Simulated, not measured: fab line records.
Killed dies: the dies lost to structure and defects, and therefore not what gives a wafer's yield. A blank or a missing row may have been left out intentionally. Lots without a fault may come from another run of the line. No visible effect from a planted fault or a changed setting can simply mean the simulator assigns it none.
Matching of chambers    flow n5_finfet    N5_BEOL_M7_ETCH_72 on rie_diel-01 has 4 sister chambers
The step etches underlayer in N2/H2, target depth 6.5 nm, time 5.2 s. 18 wafers are shown with their chamber, then 9 later ones without.

## EACH WAFER AND ITS CHAMBER
wafer   chamber  drypump_motor_current_A (A)  showerhead_plenum_p_Torr (Torr)  throttle_valve_pct (%)
L075.3  2        5.0                          2.51                             18.43
L075.5  1        5.8                          2.58                             17.78
L075.6  2        5.0                          2.51                             18.43
L080.1  1        5.8                          2.58                             17.75
L080.4  1        5.8                          2.58                             17.76
L080.5  0        4.9                          2.59                             18.08
L081.2  0        4.9                          2.59                             18.08
L081.4  3        5.4                          2.43                             17.95
L081.6  2        5.0                          2.50                             18.46
L082.1  1        5.8                          2.57                             17.78
L082.2  3        5.3                          2.43                             17.95
L082.4  3        5.3                          2.43                             17.95
L084.3  1        5.8                          2.58                             17.79
L084.4  0        4.9                          2.59                             18.11
L084.5  3        5.3                          2.43                             17.97
L089.1  1        5.8                          2.57                             17.81
L089.4  2        5.0                          2.50                             18.03
L089.6  0        4.9                          2.58                             18.12

SIGNATURES, as means of the wafers listed above
reading                   chamber 0  chamber 1  chamber 2  chamber 3  scatter within a chamber
drypump_motor_current_A   4.900      5.800      5.000      5.325      0.0231
showerhead_plenum_p_Torr  2.5875     2.5767     2.5050     2.4300     0.00469
throttle_valve_pct        18.0975    17.7783    18.3375    17.9550    0.0966
Rule: for each reading, subtract the chamber's mean from the wafer's reading, divide by that reading's scatter and square the result; add these up over the readings and take the root, which gives the wafer's distance from the chamber. If the next closest chamber is less than 2 further off than the closest, the wafer can't be placed; otherwise it belongs to the closest. How the scatter is found: for the shown wafers, subtract from each reading the mean of its chamber, square and add these, divide the total by (wafers less chambers), then take the root.

## WAFERS MISSING THEIR CHAMBER
wafer   drypump_motor_current_A (A)  showerhead_plenum_p_Torr (Torr)  throttle_valve_pct (%)
L093.1  4.9                          2.58                             18.12
L093.5  5.3                          2.42                             17.99
L093.6  4.9                          2.58                             18.12
L095.1  5.9                          2.57                             17.81
L095.2  4.9                          2.58                             18.15
L095.4  5.0                          2.50                             18.05
L096.2  4.9                          2.58                             18.12
L096.3  5.3                          2.42                             18.00
L096.4  5.0                          2.49                             18.05

## WHICH CHAMBER EACH WENT THROUGH
wafer   from the rows above  in truth
L093.1  0                    0
L093.5  3                    3
L093.6  0                    0
L095.1  1                    1
L095.2  0                    0
L095.4  2                    2
L096.2  0                    0
L096.3  3                    3
L096.4  2                    2
Correct placement for 9 of the 9. Left unplaced by these rows: 0. Placed wrongly: 0.
